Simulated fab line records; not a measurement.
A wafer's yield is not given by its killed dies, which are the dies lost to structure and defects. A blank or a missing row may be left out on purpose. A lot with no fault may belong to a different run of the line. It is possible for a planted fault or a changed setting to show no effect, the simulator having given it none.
fab line records	flow nandHarc
record lots=12	wafers=36	lastDay=34
route steps=1302 shown A_CONTACT@1092 A_BLC@1114 END@1302
lots that met no fault: taken from a fault-free run of the same line
startH: the number of hours between the record's first day and the start of the first shown wafer of the lot	waitH: how many hours have passed since the lot's step before this one	" identical to the entry in the row above	L1.1+2: a single row standing in for several wafers	- value missing, or start not given	* or withheld: withheld	< > ~ a bound
route shown NAME@n: NAME is a module with steps in the file, n the number in the route of the first one	usual: mean/standard deviation of fault-free wafers	same: alike in all rows	chamber/n: place in a boat	sites: readings site by site	_std_site: standard deviation of those values	_edge_site: inner sites' mean taken away from outer sites' mean	radiusMm: how far each site lies from the wafer's centre	mask NAME#n: copy n	behind: the tool/chamber that last shaped the wafer	hold: why the lot was held/for how many hours/how that ended	device: transistor that didn't switch, given as n, p or np	end of line: at the end of the route, the tests of the same wafers	a step with no rows: only its recipe	killed: dies lost to structure and defects at the first sort, not the wafer's yield	map: a wafer's dies, x killed, . not, _ none there
set.NAME: the setting that was run; set.NAME@STEP: the one run at that earlier step	model.NAME: the simulator's own value behind a step, which no gauge read
the route's steps for a sample of lots (tables are steps, rows are wafers)
services: when a tool's chamber went out of use (startH, in hours from the record's first day, below 0 if earlier), for how many hours, and the reason
## steps
# step NHARC_A_CONTACT_ETCH_92
# recipe targetDepthA=400	overEtchFrac=0.5	timeS=85.7	ionEnergyEv=120	ch3fFlowSccm=50	o2FlowSccm=30	arFlowSccm=200	rfW=500	biasW=100	chemistry=CH3F/O2
# usual drypumpMotorCurrentA=5.90/0.3	mfcArSccm=199.9/0.64	oesProductAu=0.931/0.016	rfVppV=244.9/1.3	showerheadPlenumPTorr=2.50/0.084	throttleValvePct=20.664/0.0089
lot.wafer	tool	chamber	startH	waitH	drypumpMotorCurrentA	mfcArSccm	oesProductAu	rfHoursCounterH	rfVppV	showerheadPlenumPTorr	throttleValvePct
L620.2	rieDiel-08	1	528.98	0.5	5.61	200.5	0.925	49	245.6	2.53	20.671
L620.3	"	2	"	"	5.58	201.1	0.936	54	246.0	2.39	20.664
L620.5	"	2	"	"	5.59	201.1	0.921	-	244.7	2.39	20.666
L621.1	rieDiel-04	1	530.99	0.5	6.14	199.5	0.933	32	243.7	2.48	20.666
L621.2	"	2	"	"	6.01	198.5	0.937	29	246.4	2.58	20.678
L621.5	"	3	"	"	5.98	199.9	0.927	-	246.4	2.58	20.675
L619.3	rieDiel-08	1	532.91	0.4	5.58	200.5	0.917	50	245.7	2.53	20.662
L619.4	"	0	"	"	5.38	199.3	0.922	47	243.8	2.48	20.653
L619.5	"	2	"	"	5.58	200.3	0.924	-	244.5	2.39	20.667
L623.4	rieDiel-08	3	536.46	0.4	5.83	200.5	0.933	55	244.2	2.41	20.647
L623.2	"	0	"	"	5.36	199.7	0.931	48	245.3	2.48	20.663
L623.1	"	1	"	"	5.57	199.6	0.919	50	245.4	2.53	20.667
L629.1	rieDiel-01	3	595.35	0.5	5.67	199.6	0.924	10	243.1	2.36	20.670
L629.3	"	0	"	"	5.46	199.8	0.915	11	246.0	2.63	20.667
L629.5	"	0	"	"	5.45	199.6	0.916	-	247.6	2.63	20.673
L626.4	rieDiel-01	2	608.48	0.4	6.21	199.9	1.007	13	246.0	2.65	20.680
L626.1	"	3	"	"	5.68	200.2	0.990	15	243.2	2.36	20.666
L626.2	"	1	"	"	5.90	199.6	1.006	14	243.1	2.46	20.662
L630.4	rieDiel-04	0	623.24	0.4	6.42	200.3	0.939	3	243.8	2.46	20.664
L630.3	"	2	"	"	5.99	200.0	0.929	12	246.5	2.58	20.672
L630.5	"	0	"	"	6.44	200.5	0.926	-	246.2	2.46	20.665
L633.1	rieDiel-04	1	645.04	0.5	6.13	199.7	0.933	17	244.2	2.47	20.667
L633.4	"	2	"	"	6.01	200.1	0.932	16	245.9	2.58	20.677
L633.6	"	0	"	"	6.41	200.5	0.915	-	245.7	2.46	20.658
L632.1	rieDiel-04	2	656.39	0.5	6.01	198.5	0.917	19	245.3	2.57	20.655
L632.4	"	3	"	"	5.96	201.1	0.921	21	245.0	2.57	20.663
L632.6	"	2	"	"	6.02	198.1	0.914	-	246.4	2.57	20.669
L636.2	rieDiel-08	2	669.06	0.5	5.58	199.5	0.935	38	242.1	2.38	20.662
L636.1	"	3	"	"	5.82	200.4	0.927	40	243.0	2.39	20.658
L636.3	"	0	"	"	5.38	200.0	0.948	43	245.2	2.46	20.662
L642.1	rieDiel-04	2	729.60	0.5	5.99	199.3	0.931	3	247.0	2.57	20.659
L642.2	"	3	"	"	5.98	201.1	0.943	2	245.7	2.57	20.664
L642.5	"	3	"	"	5.98	200.0	0.951	-	245.9	2.57	20.675
L640.4	rieDiel-04	3	749.66	0.5	5.98	200.5	0.926	8	244.7	2.56	20.663
L640.3	"	1	"	"	6.12	200.7	0.924	7	245.5	2.46	20.669
L640.6	"	3	"	"	5.98	200.3	0.935	-	245.5	2.56	20.647
# step NHARC_A_CONTACT_ALD_18
# recipe targetThkA=30	pulseTimeS=1	aldCycles=150	tempC=450	material=TiN
# usual heaterPowerW=1098/100	precursorPulseHeightRel=1.001/0.019
# same pulseTimeS=1
lot.wafer	tool	chamber	startH	waitH	heaterPowerW	precursorPulseHeightRel
L620.3	aldMetal-03	3	530.23	-	1137	1.019
L620.2	"	0	"	"	1168	0.983
L620.5	"	3	"	"	1167	1.023
L621.1	aldMetal-04	3	532.14	-	1265	1.015
L621.2	"	1	"	"	946	0.982
L621.5	"	3	"	"	1241	1.004
L619.3	aldMetal-03	0	534.47	-	1176	0.989
L619.4	"	1	"	"	887	0.990
L619.5	"	3	"	"	1131	0.994
L623.4	aldMetal-03	0	538.08	-	1176	1.008
L623.1	"	1	"	"	910	1.005
L623.2	"	3	"	"	1132	1.012
L629.1	aldMetal-04	0	596.52	-	1187	0.988
L629.3	"	2	"	"	1073	1.017
L629.5	"	0	"	"	1225	1.003
L626.2	aldMetal-03	2	609.65	-	1133	1.009
L626.4	"	3	"	"	1133	1.018
L626.1	"	1	"	"	889	1.024
L630.4	aldMetal-01	0	624.40	-	1039	1.014
L630.3	"	3	"	"	1175	1.022
L630.5	"	0	"	"	1032	0.992
L633.1	aldMetal-01	0	646.70	-	1036	1.007
L633.4	"	1	"	"	993	0.987
L633.6	"	3	"	"	1168	0.969
L632.4	aldMetal-01	2	657.56	-	1213	0.980
L632.1	"	3	"	"	1175	0.959
L632.6	"	2	"	"	1187	0.997
L636.1	aldMetal-04	2	670.22	-	1057	0.986
L636.3	"	3	"	"	1201	0.972
L636.2	"	0	"	"	1173	1.018
L642.1	aldMetal-01	2	730.80	-	1201	1.021
L642.2	"	3	"	"	1252	0.979
L642.5	"	1	"	"	980	0.986
L640.3	aldMetal-01	2	750.97	-	1223	0.987
L640.4	"	3	"	"	1262	0.980
L640.6	"	2	"	"	1173	1.001
# step NHARC_A_CONTACT_INSPECT_23
# usual rawDefectCount=541/150
lot.wafer	tool	chamber	startH	waitH	rawDefectCount
L620.2	defectInspect-02	-	531.72	0.1	924
L620.3	"	-	"	"	732
L620.5	"	-	"	"	952
L621.1	defectInspect-01	-	533.64	0.1	490
L621.2	"	-	"	"	357
L621.5	"	-	"	"	433
L619.3	defectInspect-02	-	535.97	0.1	709
L619.4	"	-	"	"	664
L619.5	"	-	"	"	556
L623.1	defectInspect-02	-	539.58	0.1	449
L623.2	"	-	"	"	497
L623.4	"	-	"	"	506
L629.1	defectInspect-01	-	598.05	0.1	408
L629.3	"	-	"	"	342
L629.5	"	-	"	"	279
L626.1	defectInspect-02	-	611.28	0.1	444
L626.2	"	-	"	"	648
L626.4	"	-	"	"	671
L630.3	defectInspect-02	-	625.91	0.1	424
L630.4	"	-	"	"	471
L630.5	"	-	"	"	569
L633.1	defectInspect-01	-	648.14	0.1	395
L633.4	"	-	"	"	482
L633.6	"	-	"	"	338
L632.1	defectInspect-02	-	659.06	0.1	451
L632.4	"	-	"	"	523
L632.6	"	-	"	"	429
L636.1	defectInspect-01	-	671.71	0.1	358
L636.2	"	-	"	"	481
L636.3	"	-	"	"	387
L642.1	defectInspect-02	-	732.25	0.1	536
L642.2	"	-	"	"	621
L642.5	"	-	"	"	426
L640.3	defectInspect-01	-	752.45	0.1	469
L640.4	"	-	"	"	397
L640.6	"	-	"	"	425
# step NHARC_A_BLC_EXPOSE_07
# recipe na=1.35	targetCdNm=100	doseMj=67.97	maskId=A_BLC
# usual exposureDoseMJCm2=68.2/0.53
# same na=1.35
lot.wafer	tool	chamber	startH	waitH	mask	exposureDoseMJCm2
L620.2	arfiScanner-01	0	532.09	-	A_BLC#0	69.0
L620.3	"	0	"	"	A_BLC#0	69.1
L620.5	"	0	"	"	A_BLC#0	69.1
L621.1	arfiScanner-02	0	534.01	-	A_BLC#0	67.9
L621.2	"	0	"	"	A_BLC#0	67.8
L621.5	"	0	"	"	A_BLC#0	67.8
L619.3	arfiScanner-02	0	536.22	-	A_BLC#0	68.0
L619.4	"	0	"	"	A_BLC#0	67.9
L619.5	"	0	"	"	A_BLC#0	67.8
L623.1	arfiScanner-03	0	539.95	-	A_BLC#0	68.0
L623.2	"	0	"	"	A_BLC#0	68.0
L623.4	"	0	"	"	A_BLC#0	67.9
L629.1	arfiScanner-02	0	598.41	-	A_BLC#0	67.9
L629.3	"	0	"	"	A_BLC#0	67.9
L629.5	"	0	"	"	A_BLC#0	67.9
L626.1	arfiScanner-03	0	611.65	-	A_BLC#0	68.0
L626.2	"	0	"	"	A_BLC#0	67.9
L626.4	"	0	"	"	A_BLC#0	68.0
L630.3	arfiScanner-02	0	626.17	-	A_BLC#0	67.9
L630.4	"	0	"	"	A_BLC#0	67.8
L630.5	"	0	"	"	A_BLC#0	67.8
L633.1	arfiScanner-02	0	648.51	-	A_BLC#0	71.8
L633.4	"	0	"	"	A_BLC#0	71.9
L633.6	"	0	"	"	A_BLC#0	71.8
L632.1	arfiScanner-03	0	659.31	-	A_BLC#0	67.9
L632.4	"	0	"	"	A_BLC#0	67.9
L632.6	"	0	"	"	A_BLC#0	68.1
L636.1	arfiScanner-02	0	672.07	-	A_BLC#0	71.1
L636.2	"	0	"	"	A_BLC#0	71.0
L636.3	"	0	"	"	A_BLC#0	71.1
L642.1	arfiScanner-01	0	732.49	-	A_BLC#0	69.1
L642.2	"	0	"	"	A_BLC#0	69.1
L642.5	"	0	"	"	A_BLC#0	69.1
L640.3	arfiScanner-03	0	752.83	-	A_BLC#0	67.9
L640.4	"	0	"	"	A_BLC#0	67.9
L640.6	"	0	"	"	A_BLC#0	68.0
# step NHARC_A_BLC_CD_MEAS_10
# recipe targetCdNm=100	landingEnergyEv=500
# usual cdNm=99.7/0.65
lot.wafer	tool	chamber	startH	waitH	cdNm
L620.2	cdSem-02	0	532.23	-	98.7
L620.3	"	0	"	"	99.5
L620.5	"	0	"	"	98.9
L621.1	cdSem-02	0	534.15	-	100.4
L621.2	"	0	"	"	100.2
L621.5	"	0	"	"	99.9
L619.3	cdSem-01	0	536.35	-	100.0
L619.4	"	0	"	"	99.4
L619.5	"	0	"	"	100.6
L623.1	cdSem-02	0	540.09	-	99.8
L623.2	"	0	"	"	99.1
L623.4	"	0	"	"	99.4
L629.1	cdSem-02	0	598.55	-	99.7
L629.3	"	0	"	"	99.9
L629.5	"	0	"	"	99.7
L626.1	cdSem-01	0	611.79	-	99.3
L626.2	"	0	"	"	100.1
L626.4	"	0	"	"	100.2
L630.3	cdSem-02	0	626.30	-	100.0
L630.4	"	0	"	"	100.1
L630.5	"	0	"	"	99.4
L633.1	cdSem-01	0	648.65	-	102.1
L633.4	"	0	"	"	102.9
L633.6	"	0	"	"	103.1
L632.1	cdSem-01	0	659.45	-	99.9
L632.4	"	0	"	"	99.7
L632.6	"	0	"	"	99.2
L636.1	cdSem-01	0	672.21	-	101.9
L636.2	"	0	"	"	102.1
L636.3	"	0	"	"	102.1
L642.1	cdSem-03	0	732.63	-	99.4
L642.2	"	0	"	"	100.6
L642.5	"	0	"	"	99.5
L640.3	cdSem-01	0	752.96	-	100.1
L640.4	"	0	"	"	101.0
L640.6	"	0	"	"	100.2
# step NHARC_END_SORT_01
# recipe tempC=25
# usual killedAtArray=41/10	killedAtOther=0.8/0.91	killedAtPeriphery=4.2/2.9	killedDies=46/10	killedOpen=3.5/2.1	killedShort=2.5/1.6
# same grossDies=677
lot.wafer	tool	chamber	startH	waitH	killedAtArray	killedAtOther	killedAtPeriphery	killedDies	killedOpen	killedShort
L620.2	prober-01	0	578.68	2.8	43	0	3	46	3	1
L620.3	prober-01	0	579.49	3.1	42	1	1	44	2	2
L620.5	prober-01	0	581.11	3.7	42	2	4	48	0	4
L621.1	prober-02	0	585.64	2.5	48	1	5	54	8	0
L621.2	prober-02	0	586.43	2.8	37	0	3	40	4	2
L621.5	prober-02	0	588.79	3.7	47	1	4	52	5	2
L619.3	prober-01	0	587.34	3.1	51	2	4	57	3	2
L619.4	prober-01	0	588.15	3.4	35	1	4	40	4	6
L619.5	prober-01	0	588.96	3.7	39	0	5	44	3	2
L623.1	prober-02	0	593.36	2.5	32	0	9	41	4	2
L623.2	prober-02	0	594.16	2.8	34	1	9	44	3	1
L623.4	prober-02	0	595.76	3.4	34	0	8	42	2	4
L629.1	prober-02	0	648.99	2.5	22	2	7	31	3	4
L629.3	prober-02	0	650.60	3.1	24	1	9	34	3	5
L629.5	prober-02	0	652.21	3.7	20	0	12	32	4	2
L626.1	prober-01	0	656.72	2.5	44	1	2	47	6	0
L626.2	prober-01	0	657.52	2.8	46	0	2	48	4	5
L626.4	prober-01	0	659.11	3.4	40	0	3	43	8	0
L630.3	prober-01	0	674.39	3.1	33	2	6	41	1	2
L630.4	prober-01	0	675.19	3.4	38	2	3	43	3	0
L630.5	prober-01	0	675.98	3.7	32	2	2	36	3	0
L633.1	prober-01	0	692.74	2.5	32	0	5	37	1	2
L633.4	prober-01	0	695.11	3.4	46	0	9	55	3	2
L633.6	prober-01	0	696.69	4.0	32	0	7	39	1	3
L632.1	prober-01	0	700.50	2.5	47	0	4	51	4	4
L632.4	prober-01	0	702.90	3.4	48	1	1	50	1	4
L632.6	prober-01	0	704.50	4.0	41	0	5	46	0	5
L636.1	prober-01	0	720.53	2.6	34	2	8	44	3	2
L636.2	prober-01	0	721.32	2.8	37	1	7	45	3	1
L636.3	prober-01	0	722.12	3.1	31	2	6	39	1	2
L642.1	prober-02	0	792.30	2.5	41	0	2	43	2	0
L642.2	prober-02	0	793.09	2.8	41	0	4	45	2	2
L642.5	prober-02	0	795.45	3.6	33	1	5	39	8	1
L640.3	prober-01	0	804.68	3.1	37	1	7	45	2	1
L640.4	prober-01	0	805.47	3.4	38	2	9	49	2	3
L640.6	prober-01	0	807.06	4.0	40	1	10	51	2	2
# killed by level:class
L620.2 A_CHANNEL_HOLE_D2:chamberFilmFlake=20 A_CONTACT:chamberFilmFlake=6 A_M1:geometricParticle:open=3 A_CHANNEL_HOLE_D1:chamberFilmFlake=3 A_DECK1_JOINT:chamberFilmFlake=3 A_ZERO_WELL:chamberFilmFlake=2 A_STAIRCASE:chamberFilmFlake=2 A_BONDPAD:chamberFilmFlake=2
L620.3 A_CHANNEL_HOLE_D2:chamberFilmFlake=22 A_ZERO_WELL:chamberFilmFlake=3 A_CHANNEL_HOLE_D1:chamberFilmFlake=3 A_CHANNEL_FILL_D2:chamberFilmFlake=3 A_BONDPAD:chamberFilmFlake=3 A_M1:chamberFilmFlake=2 A_ONON_D2:geometricParticle:open=1 A_CHANNEL_FILL_D2:geometricParticle:short=1
L620.5 A_CHANNEL_HOLE_D2:chamberFilmFlake=22 A_CONTACT:chamberFilmFlake=7 A_ZERO_WELL:chamberFilmFlake=4 A_STAIRCASE:chamberFilmFlake=3 P_ZERO_WELL:chamberFilmFlake=2 A_SOURCE_PLATE:geometricParticle:short=1 A_CHANNEL_FILL_D1:geometricParticle:short=1 A_WL_FILL:geometricParticle:short=1
L621.1 A_CHANNEL_HOLE_D1:chamberFilmFlake=23 A_SLIT:chamberFilmFlake=11 A_CONTACT:chamberFilmFlake=5 P_CONTACT:geometricParticle:open=4 A_STAIRCASE:chamberFilmFlake=3 A_CHANNEL_HOLE_D2:chamberFilmFlake=2 A_ONON_D1:geometricParticle:open=1 A_ONON_D2:geometricParticle:open=1
L621.2 A_CHANNEL_HOLE_D1:chamberFilmFlake=16 A_SLIT:chamberFilmFlake=8 A_CHANNEL_HOLE_D2:chamberFilmFlake=3 A_STAIRCASE:chamberFilmFlake=3 A_ZERO_WELL:chamberFilmFlake=2 P_STI:geometricParticle:open=1 P_GATE:geometricParticle:open=1 P_M0:geometricParticle:open=1
L619.3 A_CHANNEL_HOLE_D2:chamberFilmFlake=18 A_CHANNEL_HOLE_D1:chamberFilmFlake=13 A_STAIRCASE:chamberFilmFlake=8 A_CONTACT:chamberFilmFlake=5 A_BLC:geometricParticle:open=2 P_GATE:chamberFilmFlake=2 THIN_TSV:chamberFilmFlake=2 A_CHANNEL_HOLE_D1:geometricParticle:short=1
L619.4 A_CHANNEL_HOLE_D2:chamberFilmFlake=11 A_CHANNEL_HOLE_D1:chamberFilmFlake=6 A_STAIRCASE:chamberFilmFlake=5 A_CONTACT:chamberFilmFlake=3 A_ONON_D1:geometricParticle:open=2 A_ONON_D1:geometricParticle:short=2 A_WL_FILL:chamberFilmFlake=2 P_GATE:geometricParticle:open=1
L621.5 A_CHANNEL_HOLE_D1:chamberFilmFlake=23 A_SLIT:chamberFilmFlake=11 A_CHANNEL_HOLE_D2:chamberFilmFlake=3 A_STAIRCASE:chamberFilmFlake=3 P_M0:geometricParticle:open=2 A_M1:chamberFilmFlake=2 P_M2:geometricParticle:short=1 A_ONON_D1:geometricParticle:open=1
L619.5 A_CHANNEL_HOLE_D1:chamberFilmFlake=16 A_CHANNEL_HOLE_D2:chamberFilmFlake=9 A_STAIRCASE:chamberFilmFlake=6 A_CONTACT:chamberFilmFlake=4 A_WL_FILL:geometricParticle:open=2 P_CONTACT:geometricParticle:open=1 P_M0:geometricParticle:short=1 A_CHANNEL_FILL_D2:geometricParticle:short=1
L623.1 A_CHANNEL_HOLE_D2:chamberFilmFlake=19 P_ZERO_WELL:chamberFilmFlake=4 P_BONDPAD:chamberFilmFlake=3 A_STAIRCASE:chamberFilmFlake=3 A_DECK1_JOINT:chamberFilmFlake=2 A_CONTACT:chamberFilmFlake=2 P_GATE:geometricParticle:open=1 P_M0:geometricParticle:open=1
L623.2 A_CHANNEL_HOLE_D2:chamberFilmFlake=12 A_STAIRCASE:chamberFilmFlake=7 A_CONTACT:chamberFilmFlake=4 P_ZERO_WELL:chamberFilmFlake=3 P_BONDPAD:chamberFilmFlake=3 A_CHANNEL_HOLE_D1:chamberFilmFlake=3 P_M0:geometricParticle:open=2 A_DECK1_JOINT:chamberFilmFlake=2
L623.4 A_CHANNEL_HOLE_D2:chamberFilmFlake=18 P_BONDPAD:chamberFilmFlake=6 A_DECK1_JOINT:chamberFilmFlake=3 A_STAIRCASE:chamberFilmFlake=3 A_ONON_D2:geometricParticle:short=2 A_CONTACT:chamberFilmFlake=2 P_ZERO_WELL:chamberFilmFlake=2 A_ONON_D2:geometricParticle:open=1
L629.1 A_CHANNEL_HOLE_D2:chamberFilmFlake=7 P_M0:chamberFilmFlake=4 A_CHANNEL_HOLE_D1:chamberFilmFlake=4 A_CHANNEL_FILL_D1:geometricParticle:short=2 A_SLIT:chamberFilmFlake=2 P_M1:geometricParticle:short=1 A_CHANNEL_FILL_D1:geometricParticle:open=1 A_CHANNEL_HOLE_D2:geometricParticle:open=1
L629.3 A_CHANNEL_HOLE_D2:chamberFilmFlake=8 A_CONTACT:chamberFilmFlake=4 P_BONDPAD:chamberFilmFlake=3 A_CHANNEL_HOLE_D1:chamberFilmFlake=3 A_M0:geometricParticle:short=2 P_GATE:chamberFilmFlake=2 P_M0:chamberFilmFlake=2 P_M0:geometricParticle:open=1
L629.5 A_CHANNEL_HOLE_D2:chamberFilmFlake=12 P_M0:chamberFilmFlake=5 P_BONDPAD:chamberFilmFlake=4 P_STI:geometricParticle:open=1 P_CONTACT:geometricParticle:open=1 A_SOURCE_PLATE:geometricParticle:short=1 A_ONON_D1:geometricParticle:short=1 A_DECK1_JOINT:geometricParticle:open=1
L626.1 A_CHANNEL_HOLE_D1:chamberFilmFlake=20 A_CHANNEL_HOLE_D2:chamberFilmFlake=9 A_STAIRCASE:chamberFilmFlake=8 A_DECK1_JOINT:geometricParticle:open=2 A_CHANNEL_FILL_D2:geometricParticle:open=2 P_ZERO_WELL:chamberFilmFlake=2 A_ONON_D1:geometricParticle:open=1 A_CHANNEL_HOLE_D1:geometricParticle:open=1
L626.2 A_CHANNEL_HOLE_D1:chamberFilmFlake=17 A_CHANNEL_HOLE_D2:chamberFilmFlake=7 A_STAIRCASE:chamberFilmFlake=7 A_CONTACT:chamberFilmFlake=4 A_SLIT:chamberFilmFlake=2 P_GATE:geometricParticle:short=1 A_CHANNEL_FILL_D1:geometricParticle:open=1 A_CHANNEL_FILL_D1:geometricParticle:short=1
L626.4 A_CHANNEL_HOLE_D1:chamberFilmFlake=14 A_CHANNEL_HOLE_D2:chamberFilmFlake=7 A_STAIRCASE:chamberFilmFlake=7 A_M0:geometricParticle:open=2 A_SLIT:chamberFilmFlake=2 A_CONTACT:chamberFilmFlake=2 P_CONTACT:geometricParticle:open=1 A_ONON_D1:geometricParticle:open=1
L630.3 A_SLIT:chamberFilmFlake=13 A_CHANNEL_HOLE_D2:chamberFilmFlake=8 A_CHANNEL_HOLE_D1:chamberFilmFlake=4 P_BONDPAD:chamberFilmFlake=3 A_CONTACT:chamberFilmFlake=3 P_STI:chamberFilmFlake=2 A_CHANNEL_FILL_D1:chamberFilmFlake=2 THIN_TSV:chamberFilmFlake=2
L630.4 A_SLIT:chamberFilmFlake=14 A_CHANNEL_HOLE_D2:chamberFilmFlake=10 A_CHANNEL_FILL_D1:chamberFilmFlake=5 A_WL_FILL:chamberFilmFlake=3 P_BONDPAD:chamberFilmFlake=2 A_CHANNEL_HOLE_D1:chamberFilmFlake=2 P_CONTACT:geometricParticle:open=1 A_CHANNEL_FILL_D1:geometricParticle:open=1
L630.5 A_SLIT:chamberFilmFlake=13 A_CHANNEL_HOLE_D2:chamberFilmFlake=9 A_CHANNEL_HOLE_D1:chamberFilmFlake=2 A_CHANNEL_FILL_D1:chamberFilmFlake=2 A_WL_FILL:chamberFilmFlake=2 THIN_TSV:chamberFilmFlake=2 P_M0:geometricParticle:open=1 P_M1:geometricParticle:open=1
L633.1 A_CHANNEL_HOLE_D1:chamberFilmFlake=13 A_CHANNEL_HOLE_D2:chamberFilmFlake=10 P_GATE:chamberFilmFlake=5 A_DECK1_JOINT:geometricParticle:short=1 A_SGD_CUT:geometricParticle:short=1 A_M0:geometricParticle:open=1 A_CHANNEL_FILL_D2:chamberFilmFlake=1 A_STAIRCASE:chamberFilmFlake=1
L633.4 A_CHANNEL_HOLE_D1:chamberFilmFlake=20 A_CHANNEL_HOLE_D2:chamberFilmFlake=15 P_GATE:chamberFilmFlake=7 A_STAIRCASE:chamberFilmFlake=2 A_BLC:chamberFilmFlake=2 P_M0:geometricParticle:open=1 P_M1:geometricParticle:open=1 A_SLIT:chamberFilmFlake=1
L633.6 A_CHANNEL_HOLE_D1:chamberFilmFlake=16 P_GATE:chamberFilmFlake=6 A_CHANNEL_HOLE_D2:chamberFilmFlake=5 A_ZERO_WELL:chamberFilmFlake=2 A_STAIRCASE:chamberFilmFlake=2 A_BLC:chamberFilmFlake=2 P_STI:geometricParticle:short=1 A_CHANNEL_HOLE_D1:geometricParticle:short=1
L632.1 A_CHANNEL_HOLE_D1:chamberFilmFlake=21 A_SLIT:chamberFilmFlake=5 A_CONTACT:chamberFilmFlake=5 A_CHANNEL_HOLE_D2:chamberFilmFlake=3 A_STAIRCASE:chamberFilmFlake=3 A_CHANNEL_FILL_D1:geometricParticle:short=2 A_CHANNEL_FILL_D1:chamberFilmFlake=2 A_WL_FILL:chamberFilmFlake=2
L632.4 A_CHANNEL_HOLE_D1:chamberFilmFlake=21 A_SLIT:chamberFilmFlake=10 A_STAIRCASE:chamberFilmFlake=4 A_CHANNEL_HOLE_D2:chamberFilmFlake=3 A_CONTACT:chamberFilmFlake=3 A_WL_FILL:geometricParticle:short=2 A_M0:chamberFilmFlake=2 A_ONON_D1:geometricParticle:short=1
L632.6 A_CHANNEL_HOLE_D1:chamberFilmFlake=22 A_SLIT:chamberFilmFlake=7 A_CHANNEL_FILL_D1:geometricParticle:short=3 P_GATE:chamberFilmFlake=3 A_STAIRCASE:chamberFilmFlake=2 A_CONTACT:chamberFilmFlake=2 P_M0:geometricParticle:short=1 A_ONON_D1:geometricParticle:short=1
L636.1 A_SLIT:chamberFilmFlake=14 P_M1:chamberFilmFlake=5 A_CHANNEL_HOLE_D1:chamberFilmFlake=3 A_STAIRCASE:chamberFilmFlake=3 A_BONDPAD:chamberFilmFlake=3 A_CHANNEL_HOLE_D1:geometricParticle:short=2 A_WL_FILL:geometricParticle:open=2 A_CHANNEL_HOLE_D2:chamberFilmFlake=2
L636.2 A_SLIT:chamberFilmFlake=11 A_CHANNEL_HOLE_D1:chamberFilmFlake=7 A_CONTACT:chamberFilmFlake=7 A_STAIRCASE:chamberFilmFlake=5 P_M1:chamberFilmFlake=4 A_CONTACT:geometricParticle:open=2 P_GATE:chamberFilmFlake=2 A_M0:chamberFilmFlake=2
L636.3 A_SLIT:chamberFilmFlake=9 A_STAIRCASE:chamberFilmFlake=6 A_CHANNEL_HOLE_D1:chamberFilmFlake=5 A_CONTACT:chamberFilmFlake=3 P_GATE:chamberFilmFlake=3 A_CHANNEL_HOLE_D2:chamberFilmFlake=2 A_M0:chamberFilmFlake=2 THIN_TSV:chamberFilmFlake=2
L642.1 A_SLIT:chamberFilmFlake=15 A_CHANNEL_HOLE_D2:chamberFilmFlake=12 A_CONTACT:chamberFilmFlake=5 A_STAIRCASE:chamberFilmFlake=4 A_WL_FILL:chamberFilmFlake=3 P_CONTACT:geometricParticle:open=1 P_M0:geometricParticle:open=1 A_CHANNEL_HOLE_D1:chamberFilmFlake=1
L642.2 A_CHANNEL_HOLE_D2:chamberFilmFlake=15 A_SLIT:chamberFilmFlake=14 A_CONTACT:chamberFilmFlake=5 P_CONTACT:chamberFilmFlake=2 A_STAIRCASE:chamberFilmFlake=2 A_WL_FILL:chamberFilmFlake=2 P_CONTACT:geometricParticle:short=1 A_CHANNEL_HOLE_D1:geometricParticle:open=1
L642.5 A_SLIT:chamberFilmFlake=11 A_CHANNEL_HOLE_D2:chamberFilmFlake=6 A_CONTACT:chamberFilmFlake=6 A_STAIRCASE:chamberFilmFlake=4 P_GATE:geometricParticle:open=2 A_SGD_CUT:geometricParticle:open=2 P_GATE:chamberFilmFlake=1 P_M0:geometricParticle:open=1
L640.3 A_SLIT:chamberFilmFlake=15 A_CONTACT:chamberFilmFlake=11 A_CHANNEL_HOLE_D1:chamberFilmFlake=5 P_CONTACT:chamberFilmFlake=4 P_ZERO_WELL:chamberFilmFlake=2 A_WL_FILL:chamberFilmFlake=2 P_CONTACT:geometricParticle:open=1 A_ONON_D1:geometricParticle:open=1
L640.4 A_SLIT:chamberFilmFlake=13 A_CONTACT:chamberFilmFlake=10 A_CHANNEL_HOLE_D1:chamberFilmFlake=6 P_CONTACT:chamberFilmFlake=5 P_ZERO_WELL:chamberFilmFlake=3 A_WL_FILL:chamberFilmFlake=3 THIN_TSV:chamberFilmFlake=2 P_M0:geometricParticle:open=1
L640.6 A_SLIT:chamberFilmFlake=14 A_CONTACT:chamberFilmFlake=12 P_CONTACT:chamberFilmFlake=6 A_STAIRCASE:chamberFilmFlake=3 A_CHANNEL_HOLE_D1:chamberFilmFlake=2 A_WL_FILL:chamberFilmFlake=2 A_M1:chamberFilmFlake=2 P_M0:geometricParticle:short=1
## services
tool	chamber	startH	hours	kind
aldMetal-01	2	516.52	24.0	repair
aldMetal-01	-	526.00	10.0	pm
rieDiel-04	-	531.99	9.0	pm
arfiScanner-03	-	540.00	4.0	pm
arfiScanner-03	-	545.40	0.6	repair
rieDiel-08	-	548.91	9.0	pm
rieDiel-04	1	562.54	2.9	repair
aldMetal-03	-	568.00	10.0	pm
rieDiel-04	0	572.98	42.3	repair
aldMetal-01	-	584.74	0.4	repair
aldMetal-01	0	598.19	3.8	repair
aldMetal-03	1	627.33	10.9	repair
aldMetal-01	2	647.57	3.2	repair
arfiScanner-02	-	659.63	0.7	repair
arfiScanner-02	-	664.70	4.0	pm
arfiScanner-02	-	684.21	20.9	repair
aldMetal-01	-	704.00	10.0	pm
rieDiel-04	-	708.99	9.0	pm
arfiScanner-03	-	712.00	4.0	pm
rieDiel-08	-	725.94	9.0	pm
aldMetal-01	3	740.42	5.6	repair
rieDiel-08	2	741.91	6.8	repair
aldMetal-01	-	745.31	1.1	repair
aldMetal-03	-	746.00	10.0	pm
## key
firstSign step=NHARC_A_BLC_EXPOSE_07	reading=exposureDoseMJCm2	direction=up	sigmas=6.1	usual=68.2	struck=71.4
effect step=NHARC_A_BLC_CD_MEAS_10	reading=cdNm	direction=up	sigmas=4.1	usual=99.7	struck=102.4	through=controlLoop
metAt NHARC_A_BLC_EXPOSE_07
struckLots L633,L636
testerLeftOut L633,L636
loopTrim step=NHARC_A_BLC_EXPOSE_07	setting=dose	lots=L636
notActingAt NHARC_A_CONTACT_ETCH_92,NHARC_A_CONTACT_ALD_18,NHARC_A_CONTACT_INSPECT_23
onsetBetween 626.17 648.51
fault kind=processParameterDrift	tool=arfiScanner-02	chamber=-	onsetH=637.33	steps=NHARC_A_BLC_EXPOSE_07	channel=doseMj	offset=4.0073	shape=step	actsIn=theseRecipesOnly	stated=67.97
# testerLeftOut: of these lots the tester's yield and bins aren't shown, on N5 and GAA mostly nor the transistor test; their killed dies are dies lost to structure and defects alone, not to doping, threshold or leakage, so they don't give the yield
# loopTrim: a control loop set the setting to another value than it would have without faults
